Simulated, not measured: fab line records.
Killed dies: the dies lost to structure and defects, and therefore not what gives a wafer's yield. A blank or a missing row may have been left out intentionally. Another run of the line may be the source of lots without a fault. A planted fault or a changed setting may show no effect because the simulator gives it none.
Chamber matching    flow nandHarc    NHARC_A_SGD_CUT_STRIP_28 on rieDiel-06 has 3 sister chambers
The step strips in O2, time 20 s. 14 wafers are shown with their chamber, then 6 later ones without.

WAFERS, EACH WITH ITS CHAMBER
wafer   chamber  showerheadPlenumPTorr (Torr)  drypumpMotorCurrentA (A)  rfVppV (V)
L081.2  3        3.75                          6.5                       57.7
L081.5  0        3.66                          5.3                       56.5
L081.6  3        3.76                          6.5                       57.5
L083.3  2        3.76                          5.9                       59.1
L083.4  0        3.66                          5.3                       58.0
L083.5  3        3.75                          6.5                       57.1
L085.2  3        3.75                          6.5                       58.0
L085.3  0        3.66                          5.3                       59.0
L085.4  2        3.76                          6.0                       59.0
L089.3  3        3.75                          6.5                       58.8
L089.4  0        3.66                          5.3                       59.3
L089.5  2        3.76                          6.0                       59.3
L087.2  3        3.75                          6.5                       58.1
L087.3  0        3.66                          5.3                       57.8

SIGNATURES (means of the wafers above)
reading                chamber 0  chamber 2  chamber 3  scatter within a chamber
showerheadPlenumPTorr  3.6600     3.7600     3.7517     0.00275
drypumpMotorCurrentA   5.300      5.967      6.500      0.0246
rfVppV                 58.120     59.133     57.867     0.777
Rule: a wafer's distance from a chamber is the root of the sum, over the readings, of the square of ((its reading less the chamber's mean) divided by the reading's scatter). If the next closest chamber is less than 2 further off than the closest, the wafer can't be placed; otherwise it belongs to the closest. The scatter: the root of (the sum of the squares of (reading less its chamber's mean) over the shown wafers, divided by (wafers less chambers)).

WAFERS MISSING THEIR CHAMBER
wafer   showerheadPlenumPTorr (Torr)  drypumpMotorCurrentA (A)  rfVppV (V)
L087.4  3.66                          5.3                       57.1
L090.1  3.76                          6.0                       59.3
L090.3  3.65                          5.3                       59.0
L090.4  3.75                          6.5                       59.3
L097.3  3.65                          5.3                       57.8
L097.4  3.75                          6.5                       58.4

THE CHAMBER EACH PASSED THROUGH
wafer   from the rows above  in truth
L087.4  0                    0
L090.1  2                    2
L090.3  0                    0
L090.4  3                    3
L097.3  0                    0
L097.4  3                    3
Correctly placed: 6 of 6. Can't be placed from these rows: 0. 0 placed wrongly.
